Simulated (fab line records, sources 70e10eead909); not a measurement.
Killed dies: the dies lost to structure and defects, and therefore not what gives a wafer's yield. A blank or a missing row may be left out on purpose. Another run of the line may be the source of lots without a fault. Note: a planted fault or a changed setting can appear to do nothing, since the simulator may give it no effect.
Struck lot and sound lot, side by side    flow nand_harc    20 steps out of a route of 1159
Sound: wafers L428.1, L428.4, L428.5. Struck: wafers L438.1, L438.3 (left out: L438.6, a lot-mate that was not struck); the cause follows at the end.
For every step that has rows: the tool of each side, followed by ch and its chambers, followed by its first start. Under that, the readings that differ: sound wafers    struck wafers    difference of the means    sigmas: that difference in standard deviations of wafers without a fault.
alike: same words and numbers on both sides, and readings whose means sit less than 2 such deviations apart. not compared: any withheld reading, any reading some wafer has no value for, any bound like >300 that may hide the same value, and any number with overlapping values for which the record gives no deviation.
A row with sigmas, a row that says differs or no value, or rows on one side alone: a step with any of these is where the two part. When numbers do not overlap yet have no deviation, they are printed without sigmas and do not part them. A reading that every wafer of one side lacks parts them only if that side has two wafers or more.

NHARC_P_CONTACT_CMP_24: polishes, t overpolish 30 s, target thk 200 nm.
  sound on cmp-03 ch 0,1,3, day 5 19:40; struck on cmp-03 ch 2,3, day 8 08:23
  alike: motor_current_A, overpolish_run_s, time_to_endpoint_s
next, for these wafers, 1 step has no rows: NHARC_P_CONTACT_SRD_26.
NHARC_P_CONTACT_INSPECT_27:
  struck on defect_inspect-01, day 8 08:46; sound on defect_inspect-02, day 5 20:02
  alike: raw_defect_count
then, 8 steps without rows for these wafers: NHARC_P_M0_DEP_00 (deposits SiOC, target thk 150 nm); NHARC_P_M0_DEHYDRATE_01 (time 120 s); NHARC_P_M0_HMDS_02 (time 30 s); NHARC_P_M0_COAT_33 (time 65 s); NHARC_P_M0_COAT_03 (resist thk 90 nm); NHARC_P_M0_SOFTBAKE_04 (time 55 s); NHARC_P_M0_EBR_05; NHARC_P_M0_EXPOSE_06 (exposes mask P M0, target cd 90 nm).
NHARC_P_M0_PEB_07: peb time 65 s.
  sound on litho_track-06 ch 0, day 5 20:53; struck on litho_track-06 ch 0, day 8 09:28
  alike: plate_temp_C, resist_line_temp_C
then, 1 step without rows for these wafers: NHARC_P_M0_DEVELOP_08 (develop time 35 s).
NHARC_P_M0_CD_MEAS_09 targets a cd of 90 nm.
  sound on cd_sem-03 ch 0, day 5 20:58; struck on cd_sem-01 ch 0, day 8 09:33
reading     sound           struck       difference  sigmas
cd_nm (nm)  90.1 90.3 90.7  102.4 102.9  +12.3       +18
NHARC_P_M0_OVL_MEAS_10: pitch 180 nm.
  struck on overlay-01, day 8 09:38; sound on overlay-01, day 5 21:04
  alike: overlay_x_nm, overlay_y_nm
NHARC_P_M0_INSPECT_11:
  struck on defect_inspect-01, day 8 09:40; sound on defect_inspect-01, day 5 21:05
  alike: raw_defect_count
NHARC_P_M0_DESCUM_14: chemistry O2, time 3 s.
  sound on rie_diel-07 ch 1,2,3, day 5 21:10; struck on rie_diel-02 ch 1,2, day 8 09:44
reading                sound              struck     difference  sigmas
model.P_M0.cd_nm (nm)  91.27 90.14 91.09  102 102.3  +11         
  alike: drypump_motor_current_A, oes_product_au, rf_vpp_V, showerhead_plenum_p_Torr, throttle_valve_pct
  not compared: rf_hours_counter_h
NHARC_P_M0_ETCH_34: etches the open film in N2/H2, target depth 40 nm, overetch 12 nm, time 43.94 s.
  sound on rie_diel-07 ch 1,3, day 5 21:16; struck on rie_diel-02 ch 0,1, day 8 09:53
  alike: drypump_motor_current_A, oes_product_au, rf_vpp_V, showerhead_plenum_p_Torr, throttle_valve_pct
  not compared: rf_hours_counter_h
NHARC_P_M0_ETCH_15: etches the open film in C4F8/Ar, target depth 150 nm, overetch 15 nm, time 82.5 s.
  sound: rie_diel-07 ch 1,3; struck: rie_diel-02 ch 0,1
reading                sound              struck       difference  sigmas
model.P_M0.cd_nm (nm)  91.16 90.61 90.66  101.7 102.3  +11.2       
  alike: oes_product_au, rf_vpp_V
  not compared: rf_hours_counter_h
NHARC_P_M0_CD_MEAS_16:
  struck on cd_sem-03, day 8 10:05; sound on cd_sem-03, day 5 21:30
reading     sound           struck       difference  sigmas
cd_nm (nm)  90.6 90.8 90.8  101.8 102.3  +11.3       +13

WHERE THEY PART
At NHARC_P_M0_CD_MEAS_09 first; at NHARC_P_M0_CD_MEAS_16 last (within this record only).

WHY: what the simulator had put in
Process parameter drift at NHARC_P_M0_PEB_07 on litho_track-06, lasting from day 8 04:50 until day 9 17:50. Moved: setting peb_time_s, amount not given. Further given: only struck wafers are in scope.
